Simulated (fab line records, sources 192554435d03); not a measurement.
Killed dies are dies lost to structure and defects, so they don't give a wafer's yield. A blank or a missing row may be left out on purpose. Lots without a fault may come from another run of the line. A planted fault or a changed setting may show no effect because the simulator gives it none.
A struck lot beside a sound one | flow n5_finfet | 18 steps out of a route of 1938
Sound: wafers L784.3, L784.4, L784.6. Struck: wafers L789.2, L789.3, L789.4. The cause comes at the end.
At each step with rows: each side's tool, then ch and its chambers, then its first start. Under that, the readings that differ: sound wafers | struck wafers | difference of the means | sigmas: that difference in standard deviations of wafers without a fault.
alike: readings whose means differ by less than 2 such deviations, and words and numbers that are the same on both sides. not compared: withheld readings, readings that some wafer has no value for, bounds like >300 that may hide the same value, and numbers for which the record gives no deviation and whose values overlap.
The two part at a step that has a row with sigmas, a row that says differs or no value, or rows on one side only. Numbers that don't overlap but have no deviation are shown without sigmas and don't part them. A reading that every wafer of one side lacks parts them only if that side has two wafers or more.

first, 9 steps without rows for these wafers: N5_FIN_CUT_COAT_02 (resist thk 30 nm); N5_FIN_CUT_EBR_04; N5_FIN_CUT_SOFTBAKE_03 (time 60 s); N5_FIN_CUT_EXPOSE_05 (exposes mask FIN CUT); N5_FIN_CUT_PEB_06 (peb time 60 s); N5_FIN_CUT_DEVELOP_07 (develop time 30 s); N5_FIN_CUT_DESCUM_13 (chemistry O2, time 7 s); N5_FIN_CUT_ETCH_30 (etches underlayer in N2/H2, target depth 13 nm, time 10.4 s); N5_FIN_CUT_ETCH_20 (etches SiARC in CF4, target depth 26 nm, time 43.3 s).
N5_FIN_CUT_ETCH_21: etches SOC in N2/H2, target depth 219 nm, overetch 43.8 nm, time 523.5 s.
  sound on rie_diel-02 ch 2,3, day 4 10:49; struck on rie_diel-03 ch 0,2,3, day 5 14:55
  no value came back on the struck wafers for any of 8 readings (bias_w (W), chamber_pressure_mTorr (mTorr) and others); on the sound wafers bias_w (W) reads 60.73 60.74 61.03
  reading                                         | sound      | struck      | difference | sigmas
  model.underlayer_of_FIN_CUT_COAT_29.thk_nm (nm) | 0 0 0      | 9.2 9.2 9.2 | +9.2       |
  model.SiARC_of_FIN_CUT_COAT_19.thk_nm (nm)      | 12 12 11.8 | 20 20 20    | +8         |
  not compared: rf_hours_counter_h
then, 4 steps without rows for these wafers: N5_FIN_CUT_STRIP_23 (strips in N2/H2); N5_FIN_CUT_STRIP_31 (strips in N2/H2); N5_FIN_CUT_STRIP_24 (strips in CF4); N5_FIN_CUT_CUT_ETCH_26 (etches SiNx in CH3F/O2, target depth 39 nm, time 55.7 s).
N5_FIN_CUT_CUT_ETCH_27: etches SiO2 in CHF3/O2, target depth 4 nm, overetch 2 nm, time 4.9 s.
  sound on rie_diel-02 ch 2,3, day 4 11:13; struck on rie_diel-03 ch 0,2,3, day 5 15:18
  reading               | sound          | struck         | difference | sigmas
  oes_product_au (a.u.) | 0.58 0.58 0.73 | 0.30 0.28 0.25 | -0.35      | -7
  alike: CHF3_flow_sccm, O2_flow_sccm, drypump_motor_current_A, rf_fwd_power_W, rf_vpp_V, showerhead_plenum_p_Torr, throttle_valve_pct
  not compared: rf_hours_counter_h
then, 1 step without rows for these wafers: N5_FIN_CUT_PRECLEAN_35 (cleans in vHF, time 13.3 s).
N5_BEOL_M4_RC_MEAS_101:
  the record has rows for the sound wafers here (prober-01 ch 0, day 13 22:16) and none for the struck ones
-- the record jumps here: 15 days lie between the struck wafers' starts before and after (it left off in module BEOL_M4 and takes up again in module PASSIVATION, whose first step shown is number 1936 of the route) --
N5_PASSIVATION_PROBE_49:
  sound on prober-02, day 18 00:14; struck on prober-02, day 20 06:11
  reading                  | sound          | struck         | difference | sigmas
  defect_limited_yield (%) | 90.8 90.1 91.1 | 0 0 0          | -91        | -65
  killed_at_M4_up          | 11 16 9        | 31 21 20       | +12        | +2
  killed_at_front_end      | 33 37 52       | 1124 1112 1102 | +1072      | +97
  killed_dies              | 109 117 105    | 1180 1180 1180 | +1070      | +63
  killed_on_rim            | 20 22 13       | 152 152 152    | +134       | +31
  sort_bin_5_function (%)  | 5.9 6.9 4.7    | 96.5 96.5 96.4 | +90.6      | +93
  sort_n_pass              | 1071 1063 1075 | 0 0 0          | -1070      | -63
  sort_yield_pct (%)       | 90.8 90.1 91.1 | 0 0 0          | -91        | -65
  alike: killed_at_M0_to_M3, killed_at_contacts, killed_at_other, killed_open, killed_short, sort_bin_6_memory

WHERE THEY PART
First at N5_FIN_CUT_ETCH_21; last, within this record, at N5_PASSIVATION_PROBE_49.

WHY: what the simulator had put in
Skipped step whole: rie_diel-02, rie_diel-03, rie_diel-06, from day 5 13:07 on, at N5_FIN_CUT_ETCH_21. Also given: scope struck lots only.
